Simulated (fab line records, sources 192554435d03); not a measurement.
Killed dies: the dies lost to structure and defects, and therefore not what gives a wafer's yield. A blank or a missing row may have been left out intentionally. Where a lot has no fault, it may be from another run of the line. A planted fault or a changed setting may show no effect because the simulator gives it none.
The tool behind it: which one? ; flow n5-finfet ; 21 lots with 63 wafers sampled at 6 steps, on a route of 1938 steps

WHAT EACH GAUGE READ, for each wafer
N5_BEOL_M6_INSPECT_58: inspects for defects (darkfield). Usual: raw-defect-count at 67, with a standard deviation of 21.
lot;measured;on;raw-defect-count;flag
L074;day 8 14:52;defect-inspect-02;38 50 34;
L075;day 9 17:04;defect-inspect-02;95 52 67;
L076;day 9 23:13;defect-inspect-02;58 71 66;
L077;day 10 00:01;defect-inspect-01;76 59 64;
L078;day 10 08:04;defect-inspect-02;55 66 68;
L080;day 10 22:52;defect-inspect-01;52 43 61;
L081;day 11 07:17;defect-inspect-02;87 80 55;
L085;day 11 07:42;defect-inspect-02;71 80 94;
L083;day 11 23:16;defect-inspect-02;38 81 45;
L084;day 12 04:01;defect-inspect-02;93 80 66;
L086;day 12 06:05;defect-inspect-02;100 87 67;
L088;day 12 05:34;defect-inspect-01;78 75 113;
L087;day 12 06:15;defect-inspect-01;66 56 38;
L089;day 12 20:21;defect-inspect-02;84 69 123;
L090;day 13 09:40;defect-inspect-02;72 95 60;
L091;day 13 14:13;defect-inspect-01;45 48 82;
L093;day 13 18:23;defect-inspect-01;51 30 55;
L092;day 13 22:07;defect-inspect-02;88 91 134;
L095;day 15 11:35;defect-inspect-01;40 58 39;
L097;day 15 08:49;defect-inspect-02;65 52 111;
L096;day 15 12:52;defect-inspect-02;91 80 49;

N5_BEOL_M7_CD_MEAS_18: pitch 80 nm, target cd 40 nm. Usual: cd-nm at 40.0 nm, with a standard deviation of 0.6.
lot;measured;on;cd-nm (nm);flag
L074;day 8 16:58;cd-sem-01;40.7 40.6 40.3;
L075;day 9 20:31;cd-sem-02;39.0 39.7 39.7;
L076;day 10 02:37;cd-sem-03;41.2 40.9 40.3;
L077;day 10 03:03;cd-sem-03;40.4 40.4 40.6;
L078;day 10 12:44;cd-sem-01;40.0 40.4 40.1;
L080;day 11 02:44;cd-sem-01;39.8 39.9 39.9;
L081;day 11 11:07;cd-sem-02;39.7 39.6 39.3;
L085;day 11 11:18;cd-sem-01;39.3 40.7 38.8;
L083;day 12 01:19;cd-sem-03;40.0 39.3 39.4;
L084;day 12 05:47;cd-sem-01;41.0 40.9 41.1;
L086;day 12 08:20;cd-sem-02;39.0 39.2 38.8;
L088;day 12 08:08;cd-sem-03;39.5 39.5 39.8;
L087;day 12 09:11;cd-sem-01;40.9 39.6 39.6;
L089;day 12 23:25;cd-sem-01;40.6 40.5 40.5;
L090;day 13 13:11;cd-sem-01;39.9 41.0 39.9;
L091;day 13 16:59;cd-sem-03;41.3 40.3 40.6;
L093;day 13 20:51;cd-sem-02;38.9 40.4 38.9;
L092;day 14 01:09;cd-sem-01;40.4 39.9 40.1;
L095;day 15 13:26;cd-sem-01;41.0 40.3 39.9;
L097;day 15 13:01;cd-sem-03;39.6 39.2 39.4;
L096;day 15 16:17;cd-sem-03;40.5 40.9 40.8;

EACH LOT AND THE TOOL THAT RAN IT (in order: tool; ch and the chambers of the sampled wafers; start)
lot;N5_BEOL_M6_HM_OPEN_17;N5_BEOL_M6_TRENCH_ETCH_37;N5_BEOL_M7_ETCH_61;N5_BEOL_M7_HM_OPEN_17
L074;rie-metal-02 ch 0, day 8 07:02;rie-diel-05 ch 1,3, day 8 14:52 or earlier;rie-diel-04 ch 0,3, day 8 16:33;rie-metal-02 ch 0,1, day 8 16:47
L075;rie-metal-03 ch 0,1, day 9 11:31;rie-diel-06 ch 0,1, day 9 17:04 or earlier;rie-diel-02 ch 0,3, day 9 20:05;rie-metal-03 ch 0,1, day 9 20:20
L076;rie-metal-03 ch 0,1, day 9 16:21;rie-diel-06 ch 0,1,3, day 9 23:13 or earlier;rie-diel-02 ch 0,2,3, day 10 02:03;rie-metal-03 ch 0,1, day 10 02:20
L077;rie-metal-02 ch 0, day 9 20:07;rie-diel-05 ch 0,1, day 10 00:01 or earlier;rie-diel-02 ch 0,3, day 10 02:38;rie-metal-03 ch 0,1, day 10 02:52
L078;rie-metal-03 ch 0,1, day 10 02:41;rie-diel-06 ch 1,3, day 10 08:04 or earlier;rie-diel-04 ch 0,2,3, day 10 12:17;rie-metal-02 ch 0,1, day 10 12:31
L080;rie-metal-01 ch 1, day 10 16:46;rie-diel-06 ch 1,2,3, day 10 22:52 or earlier;rie-diel-02 ch 0,1,3, day 11 02:11;rie-metal-01 ch 0,1, day 11 02:26
L081;rie-metal-03 ch 0,1, day 11 02:25;rie-diel-06 ch 1,2,3, day 11 07:17 or earlier;rie-diel-03 ch 0,1,2, day 11 10:42;rie-metal-02 ch 0,1, day 11 10:58
L085;rie-metal-01 ch 1, day 11 03:18;rie-diel-01 ch 0,2,3, day 11 07:42 or earlier;rie-diel-04 ch 0,2, day 11 10:53;rie-metal-01 ch 0,1, day 11 11:07
L083;rie-metal-03 ch 0,1, day 11 16:06;rie-diel-01 ch 0,1, day 11 23:16 or earlier;rie-diel-03 ch 1,2,3, day 12 00:53;rie-metal-02 ch 0,1, day 12 01:10
L084;rie-metal-02 ch 0,1, day 11 21:37;rie-diel-01 ch 0,2,3, day 12 04:01 or earlier;rie-diel-03 ch 1,2, day 12 05:21;rie-metal-02 ch 0,1, day 12 05:38
L086;rie-metal-03 ch 0, day 12 01:10;rie-diel-05 ch 1,3, day 12 06:05 or earlier;rie-diel-04 ch 0,3, day 12 07:55;rie-metal-02 ch 0,1, day 12 08:09
L088;rie-metal-02 ch 0,1, day 12 01:28;rie-diel-01 ch 0,2, day 12 05:34 or earlier;rie-diel-03 ch 0,3, day 12 07:37;rie-metal-03 ch 0, day 12 07:54
L087;rie-metal-01 ch 0,1, day 12 01:36;rie-diel-06 ch 1,2, day 12 06:15 or earlier;rie-diel-04 ch 0,2, day 12 08:45;rie-metal-02 ch 0,1, day 12 09:00
L089;rie-metal-01 ch 0,1, day 12 15:38;rie-diel-06 ch 0,3, day 12 20:21 or earlier;rie-diel-02 ch 0,1,2, day 12 22:58;rie-metal-01 ch 0,1, day 12 23:14
L090;rie-metal-02 ch 0,1, day 13 05:08;rie-diel-01 ch 0,3, day 13 09:40 or earlier;rie-diel-03 ch 1,3, day 13 12:46;rie-metal-01 ch 0,1, day 13 13:00
L091;rie-metal-03 ch 0,1, day 13 07:16;rie-diel-05 ch 0,1,2, day 13 14:13 or earlier;rie-diel-02 ch 1,2,3, day 13 16:28;rie-metal-02 ch 0,1, day 13 16:44
L093;rie-metal-03 ch 0,1, day 13 14:20;rie-diel-01 ch 2,3, day 13 18:23 or earlier;rie-diel-04 ch 1,2,3, day 13 20:13;rie-metal-02 ch 0,1, day 13 20:28
L092;rie-metal-03 ch 0,1, day 13 17:39;rie-diel-05 ch 0,1,2, day 13 22:07 or earlier;rie-diel-02 ch 1,2,3, day 14 00:43;rie-metal-02 ch 1, day 14 00:57
L095;rie-metal-02 ch 0,1, day 14 19:09;rie-diel-01 ch 1,3, day 15 11:35 or earlier;rie-diel-03 ch 1,2,3, day 15 13:00;rie-metal-02 ch 0, day 15 13:15
L097;rie-metal-01 ch 0,1, day 14 23:59;rie-diel-05 ch 0,1,2, day 15 08:49 or earlier;rie-diel-03 ch 1,3, day 15 12:32;rie-metal-02 ch 0,1, day 15 12:47
L096;rie-metal-03 ch 0,1, day 15 05:53;rie-diel-01 ch 0,1, day 15 12:52 or earlier;rie-diel-03 ch 1,2,3, day 15 15:49;rie-metal-01 ch 0,1, day 15 16:04
- N5_BEOL_M6_HM_OPEN_17: chemistry Cl2/BCl3, target TiN, target depth 20 nm, overetch 6 nm.
- N5_BEOL_M6_TRENCH_ETCH_37: etches SiCOH lowk in C4F6/O2, target depth 94.435 nm, time 31.5 s.
- N5_BEOL_M7_ETCH_61: etches SiARC in CF4, target depth 45.5 nm, time 75.8 s.
- N5_BEOL_M7_HM_OPEN_17: chemistry Cl2/BCl3, target TiN, target depth 20 nm, overetch 6 nm.

WHAT THE TOOLS THEMSELVES READ (means of the sampled wafers that have a number; where no wafer has one, the mark that the record gives instead)
N5_BEOL_M6_HM_OPEN_17. Usual: bias-w 126.0 W, standard deviation 0.39; drypump-motor-current-A 6.0 A, standard deviation 0.32; he-backside-leak-sccm 3.54 sccm, standard deviation 0.2; oes-product-au 0.67 a.u., standard deviation 0.076; throttle-valve-pct 22.07 %, standard deviation 0.2.
lot;tool;bias-w (W);drypump-motor-current-A (A);he-backside-leak-sccm (sccm);oes-product-au (a.u.);throttle-valve-pct (%);flag
L074;rie-metal-02;126.3;6.1;3.49;0.75;22.11;
L075;rie-metal-03;125.6;6.1;3.60;0.58;22.05;
L076;rie-metal-03;126.2;6.2;3.58;0.57;22.03;
L077;rie-metal-02;126.0;6.1;3.57;0.74;22.11;
L078;rie-metal-03;126.1;6.2;3.53;0.62;22.06;
L080;rie-metal-01;125.9;6.1;3.67;0.67;22.25;
L081;rie-metal-03;126.2;6.2;3.46;0.62;22.07;
L085;rie-metal-01;126.0;6.1;3.57;0.67;22.25;
L083;rie-metal-03;125.7;6.2;3.49;0.57;22.03;
L084;rie-metal-02;125.5;6.1;3.37;0.73;22.20;
L086;rie-metal-03;126.5;6.3;3.58;0.68;22.07;
L088;rie-metal-02;126.2;6.1;3.40;0.72;22.21;
L087;rie-metal-01;126.3;5.9;3.61;0.66;22.08;
L089;rie-metal-01;126.0;5.6;3.56;0.65;21.91;
L090;rie-metal-02;126.0;6.2;3.50;0.71;22.23;
L091;rie-metal-03;126.1;6.1;3.44;0.78;21.90;
L093;rie-metal-03;125.6;6.2;3.51;0.72;22.00;
L092;rie-metal-03;126.0;6.2;3.55;0.72;21.98;
L095;rie-metal-02;126.0;6.2;3.31;0.71;22.30;
L097;rie-metal-01;125.7;5.6;3.66;0.63;21.95;
L096;rie-metal-03;126.0;6.2;3.56;0.71;21.99;

N5_BEOL_M6_TRENCH_ETCH_37. Usual: C4F6_flow_sccm 10.00 sccm, standard deviation 0.032; bias-w 185.0 W, standard deviation 0.58; drypump-motor-current-A 5.6 A, standard deviation 0.59; oes_o_777_au 0.80 a.u., standard deviation 0.095; oes-product-au 0.80 a.u., standard deviation 0.097; rf-vpp-V 668 V, standard deviation 8.9; showerhead-plenum-p-Torr 2.83 Torr, standard deviation 0.095; throttle-valve-pct 20.92 %, standard deviation 0.3.
lot;tool;C4F6_flow_sccm (sccm);bias-w (W);drypump-motor-current-A (A);oes_o_777_au (a.u.);oes-product-au (a.u.);rf-vpp-V (V);showerhead-plenum-p-Torr (Torr);throttle-valve-pct (%);flag
L074;rie-diel-05;10.06;184.7;5.9;0.69;0.71;669;2.86;21.19;
L075;rie-diel-06;10.00;185.7;5.1;0.76;0.76;659;2.80;21.31;
L076;rie-diel-06;10.00;185.2;5.3;0.73;0.73;665;2.78;21.26;
L077;rie-diel-05;9.96;184.8;6.0;0.82;0.81;662;2.80;20.80;
L078;rie-diel-06;9.97;184.6;5.0;0.73;0.72;661;2.74;21.35;
L080;rie-diel-06;10.01;184.8;5.6;0.79;0.79;667;2.83;21.08;
L081;rie-diel-06;9.98;184.6;5.7;0.79;0.79;667;2.83;21.10;
L085;rie-diel-01;10.04;184.9;5.5;0.84;0.84;671;2.80;20.73;
L083;rie-diel-01;9.97;184.8;5.0;0.73;0.73;670;2.78;20.87;
L084;rie-diel-01;9.99;184.9;5.5;0.83;0.84;671;2.80;20.74;
L086;rie-diel-05;10.02;184.6;6.0;0.77;0.78;670;2.88;21.16;
L088;rie-diel-01;10.02;185.4;5.9;0.82;0.80;663;2.84;20.74;
L087;rie-diel-06;10.00;185.0;5.4;0.82;0.81;659;2.84;21.16;
L089;rie-diel-06;9.98;185.3;5.5;0.79;0.81;672;2.92;21.10;
L090;rie-diel-01;10.02;185.4;5.1;0.84;0.86;678;2.76;20.78;
L091;rie-diel-05;9.99;185.2;5.8;0.87;0.89;669;2.83;20.67;
L093;rie-diel-01;10.01;184.7;6.0;0.83;0.83;664;2.84;20.64;
L092;rie-diel-05;10.00;185.1;5.8;0.87;0.88;671;2.83;20.66;
L095;rie-diel-01;10.00;184.4;5.2;0.79;0.81;676;2.78;20.75;
L097;rie-diel-05;10.00;184.9;5.8;0.85;0.85;669;2.82;20.70;
L096;rie-diel-01;9.99;186.0;5.0;0.72;0.72;668;2.77;20.93;

N5_BEOL_M7_ETCH_61. Usual: bias-w 35.99 W, standard deviation 0.1; cf4-flow-sccm 99.98 sccm, standard deviation 0.29; drypump-motor-current-A 5.7 A, standard deviation 0.37; etch-rf-on-time-s 76.0 s, standard deviation 1.5; oes-product-au 0.66 a.u., standard deviation 0.071; rf-vpp-V 183.9 V, standard deviation 1.1; showerhead-plenum-p-Torr 2.13 Torr, standard deviation 0.069; throttle-valve-pct 15.63 %, standard deviation 0.24.
lot;tool;bias-w (W);cf4-flow-sccm (sccm);drypump-motor-current-A (A);etch-rf-on-time-s (s);oes-product-au (a.u.);rf-vpp-V (V);showerhead-plenum-p-Torr (Torr);throttle-valve-pct (%);flag
L074;rie-diel-04;35.87;100.03;6.0;77.6;0.68;184.4;2.19;15.65;
L075;rie-diel-02;36.06;100.31;5.2;73.6;0.70;182.8;2.09;15.77;
L076;rie-diel-02;35.97;100.17;5.5;75.2;0.70;184.4;2.12;15.71;
L077;rie-diel-02;36.08;99.83;5.1;74.0;0.68;183.1;2.09;15.78;
L078;rie-diel-04;35.94;100.19;5.9;77.0;0.64;184.2;2.15;15.71;
L080;rie-diel-02;35.99;99.94;5.6;73.5;0.76;183.1;2.11;15.51;
L081;rie-diel-03;35.99;99.90;5.9;75.9;0.66;183.6;2.09;15.53;
L085;rie-diel-04;36.02;100.11;5.6;77.0;0.59;183.6;2.06;15.80;
L083;rie-diel-03;35.96;100.01;5.7;76.3;0.62;183.8;2.13;15.65;
L084;rie-diel-03;35.96;99.96;5.9;75.7;0.64;182.8;2.08;15.67;
L086;rie-diel-04;36.07;99.93;5.8;76.7;0.63;183.8;2.10;15.79;
L088;rie-diel-03;35.99;99.77;5.8;77.8;0.66;184.2;2.12;15.49;
L087;rie-diel-04;35.99;99.83;5.7;76.6;0.60;183.8;2.09;15.75;
L089;rie-diel-02;35.98;99.74;5.9;75.1;0.73;185.1;2.14;15.48;
L090;rie-diel-03;36.12;99.61;5.6;75.6;0.62;184.7;2.16;15.57;
L091;rie-diel-02;35.98;99.94;5.7;74.6;0.67;183.4;2.09;15.75;
L093;rie-diel-04;36.02;99.97;5.8;76.6;0.70;183.9;2.19;15.56;
L092;rie-diel-02;35.92;100.08;5.7;75.0;0.67;184.4;2.09;15.76;
L095;rie-diel-03;36.01;99.68;5.7;76.2;0.61;183.4;2.12;15.70;
L097;rie-diel-03;36.01;99.97;5.6;76.5;0.59;184.8;2.18;15.68;
L096;rie-diel-03;35.98;99.81;5.7;77.1;0.60;183.5;2.12;15.70;

N5_BEOL_M7_HM_OPEN_17. Usual: bias-w 126.0 W, standard deviation 0.36; drypump-motor-current-A 6.05 A, standard deviation 0.3; he-backside-leak-sccm 3.48 sccm, standard deviation 0.24; oes-product-au 0.68 a.u., standard deviation 0.058; throttle-valve-pct 22.15 %, standard deviation 0.19.
lot;tool;bias-w (W);drypump-motor-current-A (A);he-backside-leak-sccm (sccm);oes-product-au (a.u.);throttle-valve-pct (%);flag
L074;rie-metal-02;125.9;6.15;3.42;0.76;22.19;
L075;rie-metal-03;126.0;6.15;3.50;0.58;22.02;
L076;rie-metal-03;126.0;6.14;3.63;0.57;22.03;
L077;rie-metal-03;126.2;6.20;3.45;0.62;22.05;
L078;rie-metal-02;125.8;6.15;3.39;0.74;22.28;
L080;rie-metal-01;126.0;5.57;3.68;0.67;21.91;
L081;rie-metal-02;126.2;6.18;3.23;0.73;22.30;
L085;rie-metal-01;126.1;5.86;3.55;0.67;22.07;
L083;rie-metal-02;125.8;6.17;3.27;0.72;22.29;
L084;rie-metal-02;125.9;6.16;3.41;0.72;22.20;
L086;rie-metal-02;126.0;6.11;3.32;0.71;22.22;
L088;rie-metal-03;125.8;6.30;3.58;0.67;22.07;
L087;rie-metal-02;126.3;6.19;3.35;0.73;22.30;
L089;rie-metal-01;125.8;5.56;3.69;0.64;21.92;
L090;rie-metal-01;125.8;5.85;3.60;0.65;22.09;
L091;rie-metal-02;126.1;6.15;3.27;0.72;22.30;
L093;rie-metal-02;125.7;6.16;3.29;0.71;22.30;
L092;rie-metal-02;126.0;6.18;3.31;0.71;22.38;
L095;rie-metal-02;126.1;6.14;3.58;0.70;22.15;
L097;rie-metal-02;126.0;6.15;3.28;0.70;22.31;
L096;rie-metal-01;125.7;5.84;3.64;0.64;22.10;

THE ANSWER, worked out from the rows above alone
Rule: a lot is off if the mean of its wafers that have a number lies more than 3 standard deviations from the usual mean. A lot without any number at a reading at which 4 lots or more have one is off too. The other lots that the step has rows for count as sound. The gauges are gone through in route order, then the tools' own readings, and for those a lot's mean is taken as printed above. At the first step where some lot is off, the reading lying furthest off is the one used; lots without a number count as furthest.
None of the lots is off at any reading shown; this tells nothing.

WHAT THE SIMULATOR PUT IN
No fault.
